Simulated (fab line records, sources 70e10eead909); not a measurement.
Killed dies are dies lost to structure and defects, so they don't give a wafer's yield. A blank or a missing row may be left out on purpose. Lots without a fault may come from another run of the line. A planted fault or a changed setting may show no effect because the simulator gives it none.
Problem report in the 8D (eight disciplines) form, filled by code | flow nand_harc | the parts of the form that need people (team, actions taken, sign-off) are left out

1. THE PROBLEM
run_length_s at NHARC_A_CHANNEL_HOLE_D1_ETCH_39 reads a mean of 265.8 s on 4 wafers of 3 lots; wafers without a fault read 346.4 s with a standard deviation of 0.51. That is -99 or more standard deviations from the usual mean.
The step: etches the open film in N2/H2, target depth 260 nm, time 325 s.
First seen on wafer L298.3, day 14 12:46, on rie_diel-13. The record holds 42 wafers of 15 lots with a number at this step. Rule for "out", or "out of limits": more than 4 standard deviations from the usual mean. The other wafers with a number count as sound.

2. WHAT IT IS AND WHAT IT IS NOT
question                    | is                             | is not
which readings at this step | run_length_s                   | drypump_motor_current_A, oes_product_au, rf_vpp_V, showerhead_plenum_p_Torr
which lots                  | L298, L300, L301               | L284, L285, L286, L287, L288, L289, L290, L292, L293, L294, L295, L305
which wafers of those lots  | L298.3, L298.6, L300.3, L301.6 | L300.5, L301.5
read on which tools         | rie_diel-13                    | rie_diel-05
when                        | from day 14 12:46              | up to then (33 sound wafers); but 5 sound wafers of L300, L301, L305 came after

3. SUSPECTS, AND WHAT RULES EACH OUT
Counting: a tool at a process step up to the reading stays a suspect if it ran every lot that is out. Sound lots after the first of them don't rule it out here, since some wafers of a struck lot are sound.
- rie_diel-13 at NHARC_A_CHANNEL_HOLE_D1_ETCH_39 (etches the open film in N2/H2, target depth 260 nm, time 325 s): kept. It ran every lot that is out, first L298 (day 14 12:46); its last sound lot up to then is L295 (day 13 10:25). Its own readings are out on those wafers: run_length_s.
Left after counting: rie_diel-13 at NHARC_A_CHANNEL_HOLE_D1_ETCH_39.

4. THE CAUSE (what the simulator had put in)
Process parameter drift: rie_diel-13, from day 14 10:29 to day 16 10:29, at NHARC_A_CHANNEL_HOLE_D1_ETCH_39. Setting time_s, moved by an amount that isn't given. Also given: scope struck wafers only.
Counting left only this tool.

5. THE CHAIN OF EFFECTS, in route order
Each row: a reading whose mean over the struck wafers that have a number lies more than 3 standard deviations from the usual. Only readings for which the record gives a usual standard deviation are gone through. hours: the time from each lot's start at the first step in this table that gives one to its start at this step, as a median over the lots. sigmas: the change in usual standard deviations.
hours | step                            | reading      | usual   | on struck wafers | change | sigmas
0     | NHARC_A_CHANNEL_HOLE_D1_ETCH_39 | run_length_s | 346.4 s | 265.8            | -80.6  | -99 or more
The process steps in it:
- NHARC_A_CHANNEL_HOLE_D1_ETCH_39: etches the open film in N2/H2, target depth 260 nm, time 325 s.

6. WHAT WOULD HAVE CAUGHT IT SOONER
In this record the first reading out of limits was taken at day 14 12:46, 2 hours after the fault began at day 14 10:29.
